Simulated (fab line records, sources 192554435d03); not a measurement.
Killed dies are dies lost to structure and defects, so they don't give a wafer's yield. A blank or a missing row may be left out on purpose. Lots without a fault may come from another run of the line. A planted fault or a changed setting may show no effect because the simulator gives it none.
Which tool did it? | flow n5_finfet | 8 lots, 24 wafers sampled, at 9 steps of a route of 1938

WHAT THE GAUGES READ, wafer by wafer
N5_DUMMY_GATE_INSPECT_27: inspects for defects (brightfield). Usual: raw_defect_count 328, standard deviation 96.
lot  | measured    | on                | raw_defect_count | flag
L421 | day 3 08:11 | defect_inspect-01 | 183 302 219      |
L427 | day 4 17:13 | defect_inspect-01 | 197 172 232      |
L431 | day 5 19:59 | defect_inspect-01 | 620 585 664      | OFF
L432 | day 6 06:30 | defect_inspect-02 | 701 631 581      | OFF
L433 | day 6 07:01 | defect_inspect-01 | 832 693 652      | OFF
L438 | day 7 11:51 | defect_inspect-01 | 347 208 278      |
L440 | day 8 01:09 | defect_inspect-01 | 164 227 194      |
L443 | day 8 17:56 | defect_inspect-01 | 376 222 279      |

N5_SPACER0_INSPECT_04: inspects for defects (darkfield). Usual: raw_defect_count 151, standard deviation 42.
lot  | measured    | on                | raw_defect_count | flag
L421 | day 3 08:47 | defect_inspect-02 | 84 145 90        |
L427 | day 4 19:00 | defect_inspect-02 | 127 79 99        |
L431 | day 5 20:35 | defect_inspect-02 | 452 414 474      | OFF
L432 | day 6 07:06 | defect_inspect-01 | 499 447 463      | OFF
L433 | day 6 07:38 | defect_inspect-02 | 518 496 471      | OFF
L438 | day 7 12:27 | defect_inspect-01 | 134 85 132       |
L440 | day 8 01:53 | defect_inspect-01 | 62 91 95         |
L443 | day 8 18:56 | defect_inspect-01 | 149 100 118      |

N5_SD_EPI_N_INSPECT_11: inspects for defects (macro). Usual: raw_defect_count 1.8, standard deviation 1.3.
lot  | measured    | on                | raw_defect_count | flag
L421 | day 3 09:15 | defect_inspect-01 | 1 2 3            |
L427 | day 4 19:28 | defect_inspect-01 | 0 3 2            |
L431 | day 5 21:02 | defect_inspect-01 | >300 298 >300    | OFF
L432 | day 6 07:26 | defect_inspect-01 | >300 >300 >300   | OFF
L433 | day 6 08:05 | defect_inspect-01 | >300 >300 >300   | OFF
L438 | day 7 12:55 | defect_inspect-01 | 1 4 3            |
L440 | day 8 02:13 | defect_inspect-02 | 1 0 1            |
L443 | day 8 19:16 | defect_inspect-01 | 1 2 3            |

N5_SD_EPI_N_INSPECT_26: inspects for defects (darkfield). Usual: raw_defect_count 225, standard deviation 48.
lot  | measured    | on                | raw_defect_count | flag
L421 | day 3 13:33 | defect_inspect-01 | 218 203 143      |
L427 | day 4 23:27 | defect_inspect-01 | 203 133 156      |
L431 | day 6 02:13 | defect_inspect-01 | 531 444 527      | OFF
L432 | day 6 13:07 | defect_inspect-01 | 549 515 541      | OFF
L433 | day 6 12:55 | defect_inspect-02 | 575 538 518      | OFF
L438 | day 7 16:58 | defect_inspect-01 | 210 148 180      |
L440 | day 8 06:19 | defect_inspect-02 | 100 169 165      |
L443 | day 8 23:21 | defect_inspect-01 | 191 130 195      |

N5_BEOL_M4_RC_MEAS_101. Usual: DIBL_N 36.6 mV/V, standard deviation 1.9; DIBL_P 36.7 mV/V, standard deviation 2.2; IOFF_N 0.16 nA/um, standard deviation 0.035; IOFF_P 0.22 nA/um, standard deviation 0.038; ION_N 672 uA/um, standard deviation 14; ION_P 462 uA/um, standard deviation 8.3; SS_N 71.6 mV/dec, standard deviation 0.65; SS_P 73.5 mV/dec, standard deviation 0.72; VT_N 250 mV, standard deviation 3.5; VT_P -250 mV, standard deviation 3.1.
lot  | measured     | on        | DIBL_N (mV/V)  | DIBL_P (mV/V)  | IOFF_N (nA/um) | IOFF_P (nA/um) | ION_N (uA/um) | ION_P (uA/um) | SS_N (mV/dec)  | SS_P (mV/dec)  | VT_N (mV)   | VT_P (mV)      | flag
L421 | day 9 10:38  | prober-02 | 37.8 42.0 34.8 | 36.2 40.1 33.9 | 0.15 0.27 0.13 | 0.21 0.27 0.18 | 666 682 680   | 459 458 468   | 71.6 73.9 71.1 | 72.7 74.7 72.6 | 250 245 252 | -249 -249 -251 |
L427 | day 10 21:10 | prober-01 | 35.9 37.0 38.1 | 35.8 38.1 38.4 | 0.14 0.17 0.18 | 0.16 0.21 0.22 | 675 661 685   | 454 455 465   | 71.9 71.1 72.2 | 73.2 74.0 74.1 | 254 250 250 | -256 -252 -254 |
L431 | day 11 14:56 | prober-01 | 32.7 36.4 33.4 | 34.8 38.2 34.6 | 0.12 0.18 0.12 | 0.18 0.23 0.18 | 655 670 665   | 459 466 460   | 70.9 72.2 71.6 | 72.7 73.1 72.6 | 252 249 253 | -252 -249 -252 |
L432 | day 11 17:41 | prober-01 | 39.4 37.4 37.5 | 38.3 34.6 36.3 | 0.19 0.15 0.16 | 0.29 0.22 0.26 | 660 660 674   | 458 462 468   | 72.1 71.8 72.5 | 74.2 73.2 73.5 | 249 252 251 | -245 -248 -248 |
L433 | day 12 08:23 | prober-01 | 35.5 33.3 35.3 | 35.2 32.9 34.6 | 0.13 0.11 0.14 | 0.18 0.16 0.18 | 650 656 665   | 451 459 452   | 71.8 70.9 71.5 | 73.1 72.7 73.1 | 252 254 253 | -251 -254 -251 |
L438 | day 13 13:35 | prober-02 | 38.5 39.1 37.1 | 37.6 38.6 36.5 | 0.19 0.21 0.17 | 0.21 0.23 0.20 | 674 693 686   | 453 471 466   | 72.4 72.5 71.5 | 74.1 74.6 73.9 | 246 247 246 | -251 -252 -253 |
L440 | day 14 07:06 | prober-01 | 37.4 37.4 38.9 | 38.4 38.9 38.7 | 0.16 0.17 0.18 | 0.22 0.25 0.24 | 678 667 654   | 468 455 452   | 71.0 71.4 72.4 | 74.4 73.9 74.9 | 251 253 254 | -249 -247 -249 |
L443 | day 14 16:10 | prober-01 | 37.0 36.8 38.7 | 38.4 38.0 39.6 | 0.17 0.17 0.20 | 0.22 0.24 0.26 | 674 676 694   | 467 459 470   | 71.4 72.2 72.2 | 73.3 74.1 73.6 | 251 248 249 | -250 -248 -248 |

WHICH TOOL RAN EACH LOT (tool, then ch and the chambers of the sampled wafers, then the start)
lot  | N5_DUMMY_GATE_ALD_02             | N5_DUMMY_GATE_TRIM_49           | N5_DUMMY_GATE_ETCH_32           | N5_SPACER0_ALD_08
L421 | ald_sin-03 ch 0,2, day 2 18:46   | rie_si-04 ch 0,1,3, day 3 07:16 | rie_si-01 ch 0,1,2, day 3 07:42 | ald_sin-02 ch 0,2,3, day 3 08:38
L427 | ald_sin-03 ch 0,1,2, day 4 07:33 | rie_si-04 ch 0,1,2, day 4 16:17 | rie_si-01 ch 0,1,2, day 4 16:44 | ald_sin-04 ch 2,3, day 4 18:51
L431 | ald_sin-01 ch 0,2,3, day 5 10:11 | rie_si-04 ch 0,3, day 5 19:04   | rie_si-01 ch 1,2,3, day 5 19:31 | ald_sin-04 ch 1,2,3, day 5 20:26
L432 | ald_sin-03 ch 0,1,2, day 5 16:43 | rie_si-04 ch 1,2,3, day 6 05:17 | rie_si-01 ch 1,3, day 6 05:50   | ald_sin-01 ch 0,1,3, day 6 06:56
L433 | ald_sin-04 ch 1,2,3, day 5 21:06 | rie_si-03 ch 0,1,2, day 6 05:52 | rie_si-01 ch 1,2,3, day 6 06:33 | ald_sin-01 ch 0,3, day 6 07:29
L438 | ald_sin-03 ch 1,3, day 7 01:31   | rie_si-01 ch 0,2, day 7 10:23   | rie_si-03 ch 0,2, day 7 11:06   | ald_sin-02 ch 0,2, day 7 12:18
L440 | ald_sin-01 ch 0,2, day 7 14:53   | rie_si-04 ch 1,2,3, day 7 23:37 | rie_si-03 ch 0,1,2, day 8 00:18 | ald_sin-02 ch 0,1, day 8 01:44
L443 | ald_sin-04 ch 1,2,3, day 8 07:59 | rie_si-04 ch 2,3, day 8 16:59   | rie_si-01 ch 1,2,3, day 8 17:27 | ald_sin-04 ch 0,1,2, day 8 18:47
- N5_DUMMY_GATE_ALD_02: deposits SiO2, target thk 2 nm, pulse time 1 s.
- N5_DUMMY_GATE_TRIM_49: chemistry O2, time 29 s, target cd 14 nm.
- N5_DUMMY_GATE_ETCH_32: etches SiO2 in CF4, target depth 3.5 nm, time 3.9 s.
- N5_SPACER0_ALD_08: deposits SiNx, target thk 2 nm.

WHAT THE TOOLS THEMSELVES READ (means of the sampled wafers that have a number; where no wafer has one, the mark that the record gives instead)
N5_DUMMY_GATE_ALD_02. Usual: heater_power_w 463 W, standard deviation 40; precursor_pulse_height_rel 1.001, standard deviation 0.018.
lot  | tool       | heater_power_w (W) | precursor_pulse_height_rel | flag
L421 | ald_sin-03 | 428                | 1.014                      |
L427 | ald_sin-03 | 450                | 0.999                      |
L431 | ald_sin-01 | 497                | 0.995                      |
L432 | ald_sin-03 | 464                | 0.992                      |
L433 | ald_sin-04 | 427                | 1.013                      |
L438 | ald_sin-03 | 492                | 1.000                      |
L440 | ald_sin-01 | 469                | 0.996                      |
L443 | ald_sin-04 | 435                | 1.018                      |

N5_DUMMY_GATE_TRIM_49. Usual: drypump_motor_current_A 6.0 A, standard deviation 0.46; oes_product_au 1.001 a.u., standard deviation 0.016; temp_c 20.01 C, standard deviation 0.1; throttle_valve_pct 8.19 %, standard deviation 0.11.
lot  | tool      | drypump_motor_current_A (A) | oes_product_au (a.u.) | temp_c (C) | throttle_valve_pct (%) | flag
L421 | rie_si-04 | 6.0                         | 1.009                 | 19.92      | 8.20                   |
L427 | rie_si-04 | 6.2                         | 1.014                 | 19.97      | 8.21                   |
L431 | rie_si-04 | 6.1                         | 1.025                 | 20.06      | 8.24                   |
L432 | rie_si-04 | 6.1                         | 1.003                 | 20.04      | 8.20                   |
L433 | rie_si-03 | 5.8                         | 0.992                 | 20.09      | 8.16                   |
L438 | rie_si-01 | 6.4                         | 0.986                 | 19.96      | 8.16                   |
L440 | rie_si-04 | 6.1                         | 1.010                 | 19.98      | 8.21                   |
L443 | rie_si-04 | 6.1                         | 1.005                 | 20.04      | 8.23                   |

N5_DUMMY_GATE_ETCH_32. Usual: drypump_motor_current_A 5.9 A, standard deviation 0.56; oes_product_au 0.998 a.u., standard deviation 0.019; throttle_valve_pct 21.82 %, standard deviation 0.27.
lot  | tool      | drypump_motor_current_A (A) | oes_product_au (a.u.) | throttle_valve_pct (%) | flag
L421 | rie_si-01 | 5.9                         | 0.989                 | 21.74                  |
L427 | rie_si-01 | 5.9                         | 0.979                 | 21.76                  |
L431 | rie_si-01 | 5.6                         | 0.989                 | 21.75                  |
L432 | rie_si-01 | 5.4                         | 0.993                 | 21.63                  |
L433 | rie_si-01 | 5.6                         | 0.985                 | 21.75                  |
L438 | rie_si-03 | 5.3                         | 0.983                 | 21.68                  |
L440 | rie_si-03 | 5.8                         | 0.990                 | 21.76                  |
L443 | rie_si-01 | 5.6                         | 0.991                 | 21.75                  |

N5_SPACER0_ALD_08. Usual: heater_power_w 832 W, standard deviation 76.
lot  | tool       | heater_power_w (W) | flag
L421 | ald_sin-02 | 883                |
L427 | ald_sin-04 | 763                |
L431 | ald_sin-04 | 770                |
L432 | ald_sin-01 | 931                |
L433 | ald_sin-01 | 900                |
L438 | ald_sin-02 | 922                |
L440 | ald_sin-02 | 910                |
L443 | ald_sin-04 | 791                |

THE ANSWER, worked out from the rows above alone
Rule: a lot is off if the mean of its wafers that have a number lies more than 3 standard deviations from the usual mean. A lot without any number at a reading at which 4 lots or more have one is off too. The other lots that the step has rows for count as sound. The gauges are gone through in route order, then the tools' own readings, and for those a lot's mean is taken as printed above. The first step at which some lot is off is used, and at that step the reading that is off furthest; a lot without a number counts as furthest.
Off: L431, L432, L433, at N5_DUMMY_GATE_INSPECT_27 (raw_defect_count).
A tool fits if, at a process step before that reading, it ran every lot that is off, and no sound lot after the first of them. The gauges at N5_DUMMY_GATE_INSPECT_27 are tried like those tools. None of those tried fits.

WHAT THE SIMULATOR HAD PUT IN
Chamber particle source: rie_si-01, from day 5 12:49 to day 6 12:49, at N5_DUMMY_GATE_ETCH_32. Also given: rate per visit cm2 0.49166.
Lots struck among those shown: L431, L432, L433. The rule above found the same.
